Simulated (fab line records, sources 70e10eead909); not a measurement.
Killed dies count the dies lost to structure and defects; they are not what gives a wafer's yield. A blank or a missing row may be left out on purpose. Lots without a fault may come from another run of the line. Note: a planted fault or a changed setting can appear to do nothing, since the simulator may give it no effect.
Struck lot and sound lot, side by side ; flow nand harc ; 11 steps out of a route of 1302
Sound: wafers L115.1, L115.2, L115.4. Struck: wafer L121.2 (left out: L121.3, L121.5 of the same lot, which were not struck); the cause appears at the end.
At each step with rows: each side's tool, then ch and its chambers, then its first start. Under that, the readings that differ: sound wafers ; struck wafers ; difference of the means ; sigmas: that difference in standard deviations of wafers without a fault.
alike: readings with means less than 2 such deviations apart, plus words and numbers identical on both sides. not compared: withheld readings, readings lacking a value on some wafer, bounds such as >300 that could conceal the same value, and numbers that have no deviation in the record and whose values overlap.
Wherever a step has rows on one side only, a row that says differs or no value, or a row with sigmas, the two part there. Numbers that don't overlap but have no deviation are shown without sigmas and don't part them. Lack of a reading on every wafer of one side parts them only where that side has two or more wafers.

first, 1 step without rows for these wafers: NHARC_A_WL_FILL_CVD_23 (deposits poly-Si, target thk 40 nm, time 800 s).
NHARC_A_WL_FILL_ETCHBACK_26: etches the open film in HBr, target depth 52 nm, time 13.3 s.
  sound on rie si-06 ch 0,2,3, day 20 08:46; struck on rie si-05 ch 3, day 23 14:51
reading;sound;struck;difference;sigmas
oes product au (a.u.);0.996 0.988 0.998;1.024;+0.030;+3
rf hours counter h (h);0.4 0.4 0.4;0.5;+0.1;
  alike: bias w, drypump motor current A, throttle valve pct
then, 2 steps without rows for these wafers: NHARC_A_WL_FILL_PRECLEAN_30 (cleans in dHF, time 10 s); NHARC_A_WL_FILL_SRD_14.
NHARC_A_WL_FILL_ALD_19: deposits TiN, target thk 2 nm, pulse time 3 s, ald cycles 100.
  sound on ald metal-02 ch 0,2,3, day 20 09:02; struck on ald metal-02 ch 3, day 23 15:07
reading;sound;struck;difference;sigmas
precursor pulse height rel;0.985 0.996 1.004;0.948;-0.047;-2
  alike: heater power w
NHARC_A_WL_FILL_CVD_20: deposits W, target thk 100 nm, time 74 s.
  sound: cvd w-01 ch 0,1; struck: cvd w-01 ch 1
  alike: chamber pressure Torr, heater power w, mfc ar sccm, throttle valve pct
NHARC_A_WL_FILL_CMP_12: polishes, t overpolish 30 s, target thk 100 nm.
  sound on cmp-01 ch 1,2,3, day 20 09:25; struck on cmp-03 ch 0, day 23 15:29
  alike: motor current A, overpolish run s, retaining ring pressure frac, time to endpoint s
after that, 1 step had no rows for these wafers: NHARC_A_WL_FILL_SRD_31.
NHARC_A_WL_FILL_INSPECT_15:
  sound on defect inspect-01 at day 20 09:52; struck on defect inspect-01 at day 23 15:58
  alike: raw defect count
NHARC_A_CONTACT_DEP_24: deposits SiO2, target thk 500 nm.
  sound on pecvd-01 ch 0,1,2, day 20 09:56; struck on pecvd-03 ch 2, day 23 16:05
reading;sound;struck;difference;sigmas
mfc precursor sccm (sccm);162.1 161.5 160.6;134.0;-27.4;-55
  alike: chamber pressure Torr, flow sccm, heater power w, throttle valve pct
NHARC_END_SORT_01:
  the record has rows for the sound wafers here (prober-02 ch 0, day 26 09:21) and none for the struck ones

== WHERE THEY PART ==
At NHARC_A_WL_FILL_ETCHBACK_26 first; at NHARC_END_SORT_01 last (within this record only).

WHY: whatever the simulator had introduced
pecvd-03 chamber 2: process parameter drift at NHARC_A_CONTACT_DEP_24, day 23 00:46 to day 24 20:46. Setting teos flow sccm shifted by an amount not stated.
